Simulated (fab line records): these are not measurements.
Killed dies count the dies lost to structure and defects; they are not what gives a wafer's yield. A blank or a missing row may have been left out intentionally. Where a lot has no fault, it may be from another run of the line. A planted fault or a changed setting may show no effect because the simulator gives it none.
fab line records | flow n5-finfet
record lots=9 wafers=27 last-day=20
route steps=1938 shown BEOL_M3@950 BEOL_M4@1111 PASSIVATION@1936
lots untouched by any fault: they come from a run of this same line in which no faults occurred
start-h: start of the lot's first displayed wafer, in hours after the record's first day | wait-h: hours from the lot's prior step to this one | " the same as in the row above | L1.1+2: one row covering several wafers at once | - no value, or no start given | * or withheld: withheld | < > ~ a bound
route shown NAME@n: NAME is a module with steps in the file, n the number in the route of the first one | usual: mean/standard deviation taken from wafers without a fault | same: alike in all rows | chamber/n: place in a boat | sites: the reading at each site | _std_site: standard deviation across them | _edge_site: the outer-site mean with the inner-site mean subtracted | radius-mm: how far each site lies from the wafer's centre | mask NAME#n: copy n | behind: tool/chamber where the wafer was last shaped | hold: cause of the lot's hold/its duration in hours/its outcome | device: transistor that didn't switch, given as n, p or np | end of line: the route-end tests of the same wafers | step lacking rows: just its recipe | killed: count of dies lost to structure and defects at first sort (not the wafer's yield) | map: a wafer's dies, marking killed ones x, the rest . and places with no die _
set.NAME: the setting as run; set.NAME@STEP: as run at that earlier step | model.NAME: the simulator's own value behind a step, which no gauge read
the route's steps for a sample of lots (tables are steps, rows are wafers)
services: from which hour (start-h, from the record's first day; less than 0 if before it) a tool's chamber was out of use, for how many hours, and why
## steps
# step N5_BEOL_M3_ETCH_64
# recipe chemistry=N2/H2 target=SOC target-depth-a=750 overetch-a=150 mask-material=SiARC temp-c=40 time-s=112.5 ion-energy-ev=200 pressure-mtorr=30 source-w=840 bias-w=150 n2-flow-sccm=200 h2-flow-sccm=200
# usual bias-w=150.1/0.48 chamber-pressure-mTorr=30.003/0.027 drypump-motor-current-A=5.6/0.43 oes-product-au=0.62/0.057 rf-vpp-V=523.4/2.5 showerhead-plenum-p-Torr=2.52/0.092 throttle-valve-pct=17.89/0.23
# columns lot.wafer tool chamber start-h wait-h bias-w chamber-pressure-mTorr drypump-motor-current-A oes-product-au rf-hours-counter-h rf-vpp-V showerhead-plenum-p-Torr throttle-valve-pct
L505.2 rie-diel-04 2 190.57 0.0 150.1 30.016 5.5 0.61 132 520.8 2.44 17.51
L505.4 " 1 " " 149.2 30.004 5.7 0.67 59 522.9 2.47 17.86
L505.6 " 3 " " 150.3 29.972 5.8 0.57 - 522.2 2.52 18.18
L511.2 rie-diel-04 0 245.33 0.0 150.9 30.026 5.8 0.54 237 522.8 2.52 18.21
L511.3 " 1 " " 150.8 29.977 5.8 0.66 77 521.6 2.47 17.91
L511.4 " 3 " " 149.7 29.995 5.8 0.56 240 522.9 2.51 18.22
L509.2 rie-diel-04 1 252.00 0.0 149.7 30.031 5.7 0.66 80 523.2 2.47 17.89
L509.4 " 1 " " 149.5 30.005 5.7 0.66 - 521.9 2.47 17.91
L509.5 " 0 " " 149.9 30.019 5.9 0.55 - 522.6 2.52 18.20
L510.1 rie-diel-04 2 255.21 0.0 149.9 29.981 5.5 0.60 152 520.9 2.43 17.57
L510.3 " 1 " " 150.9 29.999 5.8 0.65 81 522.3 2.47 17.89
L510.6 " 2 " " 149.6 29.981 5.5 0.59 - 521.5 2.43 17.57
L514.1 rie-diel-05 0 262.54 0.0 149.6 29.991 4.7 0.55 221 528.2 2.64 18.11
L514.3 " 2 " " 150.0 29.982 5.5 0.59 165 520.4 2.41 17.70
L514.4 " 2 " " 149.9 29.986 5.5 0.59 - 521.6 2.41 17.72
L516.3 rie-diel-04 0 269.07 0.0 150.4 30.002 5.8 0.54 247 521.9 2.51 18.23
L516.4 " 3 " " 150.1 30.030 5.9 0.55 244 522.1 2.51 18.23
L516.5 " 0 " " 150.3 29.982 5.8 0.54 - 523.5 2.51 18.22
L519.2 rie-diel-04 1 283.79 0.0 150.0 30.024 5.7 0.64 93 522.5 2.46 17.91
L519.3 " 3 " " 150.6 29.947 5.9 0.56 249 522.7 2.51 18.25
L519.6 " 2 " " 150.7 30.011 5.5 0.59 - 521.1 2.42 17.60
L520.1 rie-diel-01 2 288.03 0.0 149.8 30.018 5.1 0.65 72 524.4 2.59 17.70
L520.2 " 3 " " 150.0 30.008 6.3 0.67 62 521.1 2.46 17.71
L520.3 " 1 " " 149.7 30.005 6.1 0.54 234 526.7 2.61 17.87
L522.3 rie-diel-04 2 305.86 0.0 149.0 30.055 5.5 0.59 172 518.2 2.42 17.60
L522.5 " 0 " " 150.3 29.972 5.8 0.76 - 522.0 2.51 17.82
L522.6 " 1 " " 149.7 30.017 5.7 0.64 - 522.0 2.46 17.94
# step N5_BEOL_M3_CD_MEAS_18
# recipe pitch-nm=36 target-cd-nm=18
# usual cd-nm=18.1/0.34
# columns lot.wafer tool chamber start-h wait-h cd-nm
L505.2 cd-sem-01 - 190.92 0.1 18.1
L505.4 " - " " 18.2
L505.6 " - " " 18.2
L511.2 cd-sem-02 - 245.87 0.1 18.0
L511.3 " - " " 18.2
L511.4 " - " " 18.6
L509.2 cd-sem-01 - 252.36 0.1 17.9
L509.4 " - " " 18.4
L509.5 " - " " 17.6
L510.1 cd-sem-02 - 255.65 0.0 17.9
L510.3 " - " " 18.2
L510.6 " - " " 18.0
L514.1 cd-sem-03 - 262.95 0.0 17.8
L514.3 " - " " 18.0
L514.4 " - " " 18.3
L516.3 cd-sem-01 - 269.42 0.1 17.6
L516.4 " - " " 17.5
L516.5 " - " " 17.2
L519.2 cd-sem-03 - 284.15 0.1 18.6
L519.3 " - " " 17.9
L519.6 " - " " 18.0
L520.1 cd-sem-02 - 288.37 0.0 17.8
L520.2 " - " " 17.8
L520.3 " - " " 17.8
L522.3 cd-sem-02 - 306.21 0.1 18.0
L522.5 " - " " 18.1
L522.6 " - " " 17.9
# step N5_BEOL_M3_VIA_ETCH_34
# recipe chemistry=C4F6/O2 target-depth-a=694 mask-material=SOC pressure-mtorr=15 ion-energy-ev=250 taper-deg=4 time-s=65.9 source-w=350 bias-w=170 Ar_flow_sccm=300 C4F6_flow_sccm=10 O2_flow_sccm=10
# usual C4F6_flow_sccm=10.00/0.034 O2_flow_sccm=9.999/0.027 drypump-motor-current-A=5.7/0.49 mfc-ar-sccm=300.2/0.85 oes-product-au=0.79/0.076 rf-vpp-V=662/13 showerhead-plenum-p-Torr=2.83/0.074 throttle-valve-pct=30.87/0.25
# columns lot.wafer tool chamber start-h wait-h C4F6_flow_sccm O2_flow_sccm drypump-motor-current-A mfc-ar-sccm oes-product-au rf-hours-counter-h rf-vpp-V showerhead-plenum-p-Torr throttle-valve-pct
L505.2 rie-diel-01 2 205.12 0.0 10.04 10.055 5.1 300.8 0.84 55 662 2.88 30.42
L505.4 " 1 " " 10.03 9.942 6.2 299.5 0.71 - 666 2.90 30.47
L505.6 " 2 " " 10.02 10.049 5.1 300.0 0.84 - 660 2.88 30.43
L511.2 rie-diel-04 2 255.69 0.0 - - - - - - - - -
L511.3 " 0 " " - - - - - - - - -
L511.4 " 0 " " - - - - - - - - -
L509.2 rie-diel-01 1 266.41 0.0 - - - - - - - - -
L509.4 " 0 " " - - - - - - - - -
L509.5 " 3 " " - - - - - - - - -
L510.1 rie-diel-01 1 269.56 0.0 - - - - - - - - -
L510.3 " 3 " " - - - - - - - - -
L510.6 " 1 " " - - - - - - - - -
L514.1 rie-diel-04 1 277.73 0.0 9.93 10.026 5.8 300.7 0.82 90 660 2.75 30.96
L514.3 " 3 " " 9.99 10.014 5.8 298.8 0.69 246 671 2.82 31.18
L514.4 " 2 " " 9.97 10.002 5.5 301.5 0.75 160 635 2.73 30.63
L516.3 rie-diel-04 2 278.12 0.0 9.94 10.006 5.5 301.1 0.75 160 634 2.73 30.61
L516.4 " 1 " " 9.99 9.963 5.7 300.0 0.82 - 660 2.75 30.98
L516.5 " 2 " " 9.95 10.003 5.5 300.9 0.75 - 634 2.73 30.61
L519.2 rie-diel-01 2 291.49 0.0 10.00 10.038 5.1 299.8 0.82 73 662 2.87 30.44
L519.3 " 1 " " 10.02 10.037 6.2 300.2 0.70 234 665 2.89 30.48
L519.6 " 0 " " 10.00 9.980 6.2 300.9 0.90 - 696 2.91 31.04
L520.1 rie-diel-01 3 303.94 0.0 9.95 10.018 6.3 300.3 0.84 66 658 2.80 31.00
L520.2 " 2 " " 10.02 10.021 5.1 301.4 0.82 76 662 2.87 30.46
L520.3 " 1 " " 10.01 10.035 6.1 299.0 0.69 238 665 2.89 30.48
L522.3 rie-diel-05 2 339.42 0.0 10.04 9.992 5.5 300.8 0.73 187 653 2.74 31.16
L522.5 " 0 " " 9.96 9.975 4.7 299.6 0.69 - 660 2.90 30.91
L522.6 " 3 " " 9.99 10.016 4.9 301.0 0.81 - 652 2.77 30.85
# step N5_BEOL_M3_ETCH_41
# recipe chemistry=CH3F/O2 target=SiCN target-depth-a=299 taper-deg=2 time-s=52.5 ion-energy-ev=120 mask-material=TiN pressure-mtorr=30 source-w=395 bias-w=75 Ar_flow_sccm=150 CH3F_flow_sccm=30 O2_flow_sccm=20
# usual CH3F_flow_sccm=30.02/0.095 O2_flow_sccm=20.01/0.063 drypump-motor-current-A=5.7/0.48 mfc-ar-sccm=150.0/0.49 oes-product-au=0.79/0.075 rf-vpp-V=297.3/1.5 showerhead-plenum-p-Torr=1.99/0.055 throttle-valve-pct=16.39/0.18
# columns lot.wafer tool chamber start-h wait-h CH3F_flow_sccm O2_flow_sccm drypump-motor-current-A mfc-ar-sccm oes-product-au rf-hours-counter-h rf-vpp-V showerhead-plenum-p-Torr throttle-valve-pct
L505.2 rie-diel-01 2 - - 30.03 19.93 5.1 150.0 0.83 55 298.2 2.03 16.10
L505.4 " 1 " " 30.02 20.02 6.2 149.4 0.71 - 298.7 2.05 16.25
L505.6 " 2 " " 29.94 19.97 5.1 150.5 0.84 - 298.6 2.03 16.09
L511.2 rie-diel-04 2 - - 29.91 20.05 5.5 150.0 0.75 152 296.3 1.92 16.25
L511.3 " 0 " " 29.91 20.07 5.9 149.9 0.68 241 296.6 1.97 16.61
L511.4 " 0 " " 29.96 19.93 5.8 150.0 0.69 - 297.5 1.97 16.62
L509.2 rie-diel-01 1 - - 29.86 20.14 6.2 150.2 0.71 227 298.5 2.04 16.29
L509.4 " 0 " " 30.15 19.96 6.1 149.9 0.93 - 298.3 2.05 16.38
L509.5 " 3 " " 30.20 20.01 6.3 149.6 0.85 - 297.2 1.97 16.39
L510.1 rie-diel-01 1 - - 29.98 20.03 6.1 150.1 0.70 228 298.2 2.04 16.29
L510.3 " 3 " " 29.99 19.96 6.4 149.8 0.85 56 295.6 1.97 16.38
L510.6 " 1 " " 29.82 20.00 6.1 149.7 0.70 - 298.6 2.04 16.28
L514.1 rie-diel-04 1 - - 30.09 20.00 5.7 149.4 0.82 90 296.0 1.94 16.34
L514.3 " 3 " " 29.97 20.07 5.8 149.9 0.69 246 295.7 1.99 16.83
L514.4 " 2 " " 29.97 19.88 5.5 150.5 0.75 160 296.5 1.92 16.26
L516.3 rie-diel-04 2 - - 30.09 20.09 5.5 149.6 0.75 161 293.6 1.92 16.27
L516.4 " 1 " " 29.83 20.10 5.7 150.6 0.82 - 295.8 1.94 16.34
L516.5 " 2 " " 30.01 20.09 5.5 149.7 0.75 - 294.6 1.92 16.27
L519.2 rie-diel-01 2 - - 29.92 20.03 5.1 149.8 0.82 73 298.1 2.02 16.13
L519.3 " 1 " " 30.03 19.96 6.2 150.2 0.70 234 298.2 2.04 16.30
L519.6 " 0 " " 30.07 20.06 6.1 150.7 0.90 - 299.6 2.05 16.39
L520.1 rie-diel-01 3 - - 29.83 19.99 6.3 149.8 0.84 66 296.5 1.96 16.40
L520.2 " 2 " " 30.02 20.03 5.1 149.5 0.81 76 295.8 2.02 16.15
L520.3 " 1 " " 30.05 20.00 6.1 150.7 0.69 238 299.1 2.04 16.31
L522.3 rie-diel-05 2 - - 29.95 19.99 5.5 149.7 0.74 187 296.1 1.92 16.54
L522.5 " 0 " " 29.97 20.01 4.7 150.1 0.68 - 297.0 2.04 16.58
L522.6 " 3 " " 29.96 20.03 5.0 150.0 0.80 - 295.4 1.94 16.26
# step N5_BEOL_M4_RC_MEAS_101
# usual DIBL_N=36.3/1.6 DIBL_P=36.4/2.1 IOFF_N=0.16/0.032 IOFF_P=0.22/0.044 ION_N=675/12 ION_P=463/8.3 SS_N=71.6/0.64 SS_P=73.3/0.67 VT_N=250/3.3 VT_P=-250/3.7
# columns lot.wafer tool chamber start-h wait-h DIBL_N[mV/V] DIBL_P[mV/V] IOFF_N[nA/um] IOFF_P[nA/um] ION_N[uA/um] ION_P[uA/um] SS_N[mV/dec] SS_P[mV/dec] VT_N[mV] VT_P[mV]
L505.2 prober-01 0 231.91 0.2 35.5 36.4 0.16 0.22 679 465 71.4 73.5 248 -251
L505.4 " 0 " " 35.7 36.0 0.15 0.21 668 457 71.8 72.9 251 -248
L505.6 " 0 " " 34.7 34.5 0.13 0.18 663 451 71.7 73.5 253 -250
L514.1 prober-02 0 306.11 0.7 34.7 35.1 0.14 0.20 663 458 71.4 73.7 253 -253
L514.3 " 0 " " 33.1 33.9 0.11 0.18 651 457 71.3 73.1 257 -252
L514.4 " 0 " " 35.3 35.8 0.15 0.20 668 462 71.0 74.1 251 -251
L516.3 prober-01 0 308.73 0.3 38.0 37.5 0.20 0.26 699 471 72.3 74.3 246 -244
L516.4 " 0 " " 33.7 32.2 0.12 0.17 654 452 70.6 72.7 253 -250
L516.5 " 0 " " 34.7 33.5 0.13 0.18 674 461 71.4 74.0 251 -251
L519.2 prober-01 0 321.76 0.2 34.4 34.3 0.15 0.21 678 465 71.0 72.0 246 -247
L519.3 " 0 " " 35.5 36.6 0.17 0.25 699 479 72.3 73.0 247 -246
L519.6 " 0 " " 38.4 40.4 0.24 0.32 690 468 72.9 74.0 243 -243
L520.1 prober-02 0 350.85 0.0 35.6 35.1 0.12 0.18 648 450 71.4 73.4 255 -253
L520.2 " 0 " " 34.9 34.2 0.12 0.17 672 464 70.7 73.2 254 -251
L520.3 " 0 " " 36.8 35.7 0.14 0.19 667 461 70.9 72.4 252 -253
L522.3 prober-01 0 381.41 0.3 35.7 34.9 0.15 0.21 665 459 71.9 72.9 250 -250
L522.5 " 0 " " 37.1 36.6 0.17 0.23 670 462 72.6 73.0 248 -248
L522.6 " 0 " " 35.8 35.0 0.15 0.21 680 463 72.4 72.9 253 -251
# step N5_PASSIVATION_PROBE_49
# usual defect-limited-yield=91.4/1.2 killed_at_M0_to_M3=35/11 killed_at_M4_up=14/6 killed-at-contacts=12/6.7 killed-at-front-end=37/9.7 killed-at-other=3.5/2.5 killed-dies=102/15 killed-on-rim=13/3.6 killed-open=67/12 killed-short=33/7.3 sort_bin_5_function=5.1/0.81 sort_bin_6_memory=3.2/0.65 sort-n-pass=1078/15 sort-yield-pct=91.4/1.2
# same gross-dies=1180 killed-at-back-side=0 sort_bin_4_leakage[%]=0 sort_bin_8_speed[%]=0
# columns lot.wafer tool chamber start-h wait-h defect-limited-yield[%] killed_at_M0_to_M3 killed_at_M4_up killed-at-contacts killed-at-front-end killed-at-other killed-dies killed-on-rim killed-open killed-short sort_bin_5_function[%] sort_bin_6_memory[%] sort-n-pass sort-yield-pct[%]
L505.2 prober-01 - 354.99 0.1 90.8 34 18 5 47 5 109 18 77 32 5.5 3.7 1071 90.8
L505.4 prober-01 - 355.09 0.2 91.7 32 11 14 39 2 98 11 73 24 5.1 3.0 1082 91.7
L505.6 prober-01 - 355.19 0.3 91.9 33 22 4 36 1 96 11 63 31 4.6 3.1 1084 91.9
L511.2 prober-02 - 381.59 0.3 0 1109 30 12 25 4 1180 152 70 33 96.9 2.8 0 0
L511.3 prober-02 - 381.64 0.4 0 1107 23 14 26 10 1180 152 78 29 96.2 3.5 0 0
L511.4 prober-02 - 381.69 0.4 0 1137 10 4 28 1 1180 152 46 27 97.5 2.3 0 0
L509.2 prober-02 - 390.24 0.1 0 1120 7 10 38 5 1180 152 63 31 96.8 3.1 0 0
L509.4 prober-02 - 390.34 0.2 0 1117 14 5 39 5 1180 152 58 43 96.2 3.5 0 0
L509.5 prober-02 - 390.39 0.2 0 1098 11 27 43 1 1180 152 79 31 96.4 3.3 0 0
L510.1 prober-01 - 396.86 0.0 0 1117 20 10 30 3 1180 152 63 38 96.6 3.1 0 0
L510.3 prober-01 - 396.96 0.1 0 1102 20 18 35 5 1180 152 70 37 96.4 3.1 0 0
L510.6 prober-01 - 397.11 0.3 0 1098 14 13 49 6 1180 152 91 42 94.2 5.1 0 0
L519.2 prober-02 - 414.35 0.1 92.7 23 11 7 39 6 86 7 56 26 4.9 2.1 1094 92.7
L519.3 prober-02 - 414.40 0.1 91.4 24 6 4 61 7 102 10 69 33 4.5 3.7 1078 91.4
L519.6 prober-02 - 414.55 0.3 90.8 32 12 6 57 1 108 12 74 31 5.5 3.2 1072 90.8
L516.3 prober-01 - 414.80 0.1 89.2 51 3 11 57 5 127 23 84 42 6.1 4.3 1053 89.2
L516.4 prober-01 - 414.85 0.2 88.5 49 17 10 59 1 136 20 87 48 7.1 4.0 1044 88.5
L516.5 prober-01 - 414.90 0.2 89.9 46 13 16 43 1 119 21 70 41 5.8 3.2 1061 89.9
L514.1 prober-01 - 416.27 0.0 92.0 37 5 21 23 8 94 16 55 38 4.2 3.2 1086 92.0
L514.3 prober-01 - 416.37 0.1 92.0 27 10 9 39 9 94 14 57 37 4.0 3.7 1086 92.0
L514.4 prober-01 - 416.42 0.2 91.2 34 16 8 35 11 104 10 69 35 5.4 3.4 1076 91.2
L520.1 prober-01 - 460.16 0.0 94.0 21 6 7 37 0 71 13 44 19 3.1 1.8 1109 94.0
L520.2 prober-01 - 460.21 0.1 93.8 29 8 3 32 1 73 10 46 26 4.8 1.0 1107 93.8
L520.3 prober-01 - 460.26 0.1 93.1 18 6 4 52 2 82 9 53 28 3.1 3.6 1098 93.1
L522.3 prober-02 - 476.05 0.1 90.5 35 15 10 51 1 112 16 79 30 5.1 4.1 1068 90.5
L522.5 prober-02 - 476.15 0.2 91.9 29 11 10 44 1 95 13 60 33 4.9 3.0 1085 91.9
L522.6 prober-02 - 476.20 0.3 90.2 40 11 18 45 2 116 9 82 33 5.8 3.8 1064 90.2
# killed by level:class
L505.2 FIN_SAQP:geometric-particle:open=15 BEOL_M4:geometric-particle:open=12 STI_FIN_REVEAL:geometric-particle:open=11 FIN_SAQP:geometric-particle:short=8 BEOL_M3:geometric-particle:open=8 BEOL_M0_SAQP:geometric-particle:short=7 GATE_CUT:geometric-particle:short=5 MOL_CONTACT_COAG:geometric-particle:open=5
L505.4 MOL_CONTACT_COAG:geometric-particle:open=13 BEOL_M3:geometric-particle:open=11 DUMMY_GATE:geometric-particle:open=7 BEOL_M0_SAQP:geometric-particle:open=7 STARTING-WAFER:geometric-particle:open=7 BEOL_M4:geometric-particle:open=5 FIN_SAQP:geometric-particle:open=4 GATE_CUT:geometric-particle:short=4
L505.6 BEOL_M4:geometric-particle:open=14 BEOL_M0_SAQP:geometric-particle:open=13 BEOL_M0_SAQP:geometric-particle:short=12 STI_FIN_REVEAL:geometric-particle:open=8 FIN_SAQP:geometric-particle:open=5 GATE_CUT:geometric-particle:short=5 FIN_SAQP:geometric-particle:short=4 MOL_CONTACT_COAG:geometric-particle:open=4
L511.2 BEOL_M3:area-etch=1077 BEOL_M4:geometric-particle:open=14 MOL_CONTACT_COAG:geometric-particle:open=11 BEOL_M0_SAQP:geometric-particle:short=10 BEOL_M3:geometric-particle:open=6 FIN_SAQP:geometric-particle:open=5 STI_FIN_REVEAL:geometric-particle:open=5 FIN_SAQP:geometric-particle:short=4
L511.3 BEOL_M3:area-etch=1072 BEOL_M4:geometric-particle:open=15 BEOL_M3:geometric-particle:open=14 STI_FIN_REVEAL:geometric-particle:open=11 MOL_CONTACT_COAG:geometric-particle:open=10 BEOL_M0_SAQP:geometric-particle:open=6 BEOL_M1:geometric-particle:open=5 PASS1_CAP:geometric-particle:short=5
L511.4 BEOL_M3:area-etch=1106 FIN_SAQP:geometric-particle:short=9 BEOL_M0_SAQP:geometric-particle:open=5 BEOL_M1:geometric-particle:open=5 BEOL_M3:geometric-particle:open=5 FIN_SAQP:geometric-particle:open=4 STI_FIN_REVEAL:geometric-particle:open=4 BEOL_M0:geometric-particle:open=4
L509.2 BEOL_M3:area-etch=1086 BEOL_M3:geometric-particle:open=12 STI_FIN_REVEAL:geometric-particle:open=9 MOL_CONTACT_COAG:geometric-particle:open=9 FIN_SAQP:geometric-particle:short=8 FIN_SAQP:geometric-particle:open=6 BEOL_M1:geometric-particle:open=6 DUMMY_GATE:geometric-particle:open=3
L509.4 BEOL_M3:area-etch=1079 BEOL_M0_SAQP:geometric-particle:short=12 BEOL_M3:geometric-particle:open=10 GATE_CUT:geometric-particle:open=7 BEOL_M0_SAQP:geometric-particle:open=7 FIN_SAQP:geometric-particle:short=6 FIN_SAQP:geometric-particle:open=4 STI_FIN_REVEAL:geometric-particle:open=4
L509.5 BEOL_M3:area-etch=1069 MOL_CONTACT_COAG:geometric-particle:open=25 FIN_SAQP:geometric-particle:open=9 FIN_SAQP:geometric-particle:short=9 GATE_CUT:geometric-particle:short=6 BEOL_M0_SAQP:geometric-particle:open=6 BEOL_M3:geometric-particle:open=6 STI_FIN_REVEAL:geometric-particle:open=5
L510.1 BEOL_M3:area-etch=1078 BEOL_M0_SAQP:geometric-particle:short=16 BEOL_M4:geometric-particle:open=13 BEOL_M0_SAQP:geometric-particle:open=10 MOL_CONTACT_COAG:geometric-particle:open=9 STI_FIN_REVEAL:geometric-particle:open=5 DUMMY_GATE:geometric-particle:open=5 BEOL_M3:geometric-particle:open=5
L510.3 BEOL_M3:area-etch=1071 MOL_CONTACT_COAG:geometric-particle:open=17 BEOL_M0_SAQP:geometric-particle:short=13 BEOL_M4:geometric-particle:open=12 GATE_CUT:geometric-particle:short=6 BEOL_M0_SAQP:geometric-particle:open=6 STI_FIN_REVEAL:geometric-particle:open=5 DUMMY_GATE:geometric-particle:open=5
L510.6 BEOL_M3:area-etch=1046 BEOL_M0_SAQP:geometric-particle:short=19 BEOL_M0_SAQP:geometric-particle:open=15 MOL_CONTACT_COAG:geometric-particle:open=12 FIN_SAQP:geometric-particle:open=11 DUMMY_GATE:geometric-particle:open=10 GATE_CUT:geometric-particle:short=9 BEOL_M3:geometric-particle:open=9
L519.2 FIN_SAQP:geometric-particle:open=15 BEOL_M2:geometric-particle:open=9 FIN_SAQP:geometric-particle:short=5 DUMMY_GATE:geometric-particle:open=5 MOL_CONTACT_COAG:geometric-particle:open=5 BEOL_M4:geometric-particle:open=4 MIM_TOP_ETCH:coat-microbubble-printed=4 GATE_CUT:geometric-particle:short=3
L519.3 FIN_SAQP:geometric-particle:open=31 BEOL_M1:geometric-particle:open=8 FIN_SAQP:geometric-particle:short=6 DUMMY_GATE:geometric-particle:open=6 GATE_CUT:geometric-particle:short=5 BEOL_M3:geometric-particle:open=5 MOL_CONTACT_COAG:geometric-particle:open=4 BEOL_M3:geometric-particle:short=4
L519.6 FIN_SAQP:geometric-particle:open=29 BEOL_M0_SAQP:geometric-particle:short=7 FIN_SAQP:geometric-particle:short=6 DUMMY_GATE:geometric-particle:open=6 BEOL_M2:geometric-particle:open=6 MOL_CONTACT_COAG:geometric-particle:open=6 BEOL_M0_SAQP:geometric-particle:open=6 BEOL_M3:geometric-particle:short=6
L516.3 BEOL_M3:geometric-particle:open=19 FIN_SAQP:geometric-particle:open=11 BEOL_M0_SAQP:geometric-particle:short=11 BEOL_M0_SAQP:geometric-particle:open=10 GATE_CUT:geometric-particle:short=9 STI_FIN_REVEAL:geometric-particle:open=9 MOL_CONTACT_COAG:geometric-particle:open=9 FIN_SAQP:geometric-particle:short=7
L516.4 STI_FIN_REVEAL:geometric-particle:open=18 BEOL_M3:geometric-particle:open=14 FIN_SAQP:geometric-particle:short=12 BEOL_M2:geometric-particle:open=11 BEOL_M0_SAQP:geometric-particle:open=9 BEOL_M0_SAQP:geometric-particle:short=8 BEOL_M4:geometric-particle:open=8 FIN_SAQP:geometric-particle:open=6
L516.5 BEOL_M0_SAQP:geometric-particle:open=13 MOL_CONTACT_COAG:geometric-particle:open=12 BEOL_M0_SAQP:geometric-particle:short=11 FIN_SAQP:geometric-particle:open=10 BEOL_M4:geometric-particle:open=9 BEOL_M3:geometric-particle:open=7 FIN_SAQP:geometric-particle:short=6 BEOL_M2:geometric-particle:open=6
L514.1 MOL_CONTACT_COAG:geometric-particle:open=15 BEOL_M0_SAQP:geometric-particle:open=13 BEOL_M0_SAQP:geometric-particle:short=11 STARTING-WAFER:geometric-particle:short=7 MOL_CONTACT_COAG:geometric-particle:short=6 FIN_SAQP:geometric-particle:open=4 STI_FIN_REVEAL:geometric-particle:open=3 BEOL_M0:geometric-particle:open=3
L514.3 STI_FIN_REVEAL:geometric-particle:open=11 BEOL_M3:geometric-particle:open=10 FIN_SAQP:geometric-particle:open=7 BEOL_M0_SAQP:geometric-particle:short=6 BEOL_M4:geometric-particle:open=6 STARTING-WAFER:geometric-particle:short=6 FIN_SAQP:geometric-particle:short=5 MOL_CONTACT_COAG:geometric-particle:open=5
L514.4 BEOL_M0_SAQP:geometric-particle:open=13 STI_FIN_REVEAL:geometric-particle:open=11 BEOL_M0_SAQP:geometric-particle:short=8 MOL_CONTACT_COAG:geometric-particle:open=7 BEOL_M4:geometric-particle:open=6 FIN_SAQP:geometric-particle:short=5 FIN_SAQP:geometric-particle:open=5 DUMMY_GATE:geometric-particle:open=5
L520.1 STI_FIN_REVEAL:geometric-particle:open=9 FIN_SAQP:geometric-particle:open=8 HKMG_FIN:area-etch=7 MOL_CONTACT_COAG:geometric-particle:open=6 BEOL_M0_SAQP:geometric-particle:open=5 BEOL_M1:geometric-particle:short=4 FIN_SAQP:geometric-particle:short=4 BEOL_M2:geometric-particle:open=4
L520.2 STI_FIN_REVEAL:geometric-particle:open=10 BEOL_M3:geometric-particle:open=10 FIN_SAQP:geometric-particle:open=7 FIN_SAQP:geometric-particle:short=6 STI_FIN_REVEAL:geometric-particle:short=5 BEOL_M0_SAQP:geometric-particle:short=5 BEOL_M2:geometric-particle:open=4 BEOL_M0_SAQP:geometric-particle:open=3
L520.3 FIN_SAQP:geometric-particle:short=14 STI_FIN_REVEAL:geometric-particle:open=12 FIN_SAQP:geometric-particle:open=10 BEOL_M3:geometric-particle:open=5 BEOL_M4:geometric-particle:open=5 STI_FIN_REVEAL:geometric-particle:short=4 DUMMY_GATE:geometric-particle:open=3 BEOL_M1:geometric-particle:open=3
L522.3 STI_FIN_REVEAL:geometric-particle:open=19 BEOL_M1:geometric-particle:open=12 MOL_CONTACT_COAG:geometric-particle:open=10 STI_FIN_REVEAL:geometric-particle:short=7 BEOL_M2:geometric-particle:open=7 FIN_SAQP:geometric-particle:open=6 BEOL_M4:geometric-particle:open=5 FIN_SAQP:geometric-particle:short=4
L522.5 BEOL_M2:geometric-particle:open=13 FIN_SAQP:geometric-particle:short=10 STI_FIN_REVEAL:geometric-particle:open=10 MOL_CONTACT_COAG:geometric-particle:open=6 FIN_SAQP:geometric-particle:open=5 DUMMY_GATE:geometric-particle:open=5 MOL_CONTACT_COAG:geometric-particle:short=4 BEOL_M3:geometric-particle:open=3
L522.6 BEOL_M0_SAQP:geometric-particle:open=19 MOL_CONTACT_COAG:geometric-particle:open=15 FIN_SAQP:geometric-particle:open=8 STI_FIN_REVEAL:geometric-particle:open=8 BEOL_M0_SAQP:geometric-particle:short=7 BEOL_M1:geometric-particle:open=6 BEOL_M4:geometric-particle:open=6 FIN_SAQP:geometric-particle:short=4
## services
# columns tool chamber start-h hours kind
rie-diel-01 0 198.60 - clean
rie-diel-01 0 198.60 - consumable-replace:focus-ring
rie-diel-01 0 198.60 23.9 scheduled-down
rie-diel-01 0 198.60 23.9 vent-cycle
rie-diel-04 2 222.58 4.9 repair
rie-diel-05 - 223.92 0.2 repair
rie-diel-01 - 240.37 5.9 repair
rie-diel-01 2 252.91 26.0 repair
rie-diel-01 - 253.32 6.4 repair
rie-diel-04 0 277.96 - clean
rie-diel-04 0 277.96 - consumable-replace:focus-ring
rie-diel-04 0 277.96 19.5 scheduled-down
rie-diel-04 0 277.96 19.5 vent-cycle
rie-diel-04 3 297.44 - clean
rie-diel-04 3 297.44 - consumable-replace:focus-ring
rie-diel-04 3 297.44 27.5 scheduled-down
rie-diel-04 3 297.44 27.5 vent-cycle
rie-diel-01 0 301.70 3.2 repair
rie-diel-01 1 338.42 - clean
rie-diel-01 1 338.42 - consumable-replace:focus-ring
rie-diel-01 1 338.42 24.1 scheduled-down
rie-diel-01 1 338.42 24.1 vent-cycle
## key
first-sign step=N5_BEOL_M3_VIA_ETCH_34 reading=tool-record direction=missing
effect step=N5_PASSIVATION_PROBE_49 reading=sort_bin_5_function direction=up sigmas=99+ usual=5.1 struck=96.4
more-kills-born-at N5_BEOL_M3_VIA_ETCH_34@rie-diel-01=6429 N5_BEOL_M3_VIA_ETCH_34@rie-diel-04=3255
met-at N5_BEOL_M3_VIA_ETCH_34
struck-lots L509,L510,L511
later-rows-left-out L509.2,L509.4,L509.5,L510.1,L510.3,L510.6,L511.2,L511.3,L511.4
not-acting-at N5_BEOL_M3_ETCH_64,N5_BEOL_M3_CD_MEAS_18,N5_BEOL_M3_ETCH_41
onset-between 205.12 255.69
fault kind=skipped-step-whole tool=rie-diel-01,rie-diel-04 chamber=- onset-h=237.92 steps=N5_BEOL_M3_VIA_ETCH_34 scope=struck-lots-only
# later-rows-left-out: the simulator's readings of these wafers behind a module that went badly wrong aren't trusted and aren't shown, but for the sort
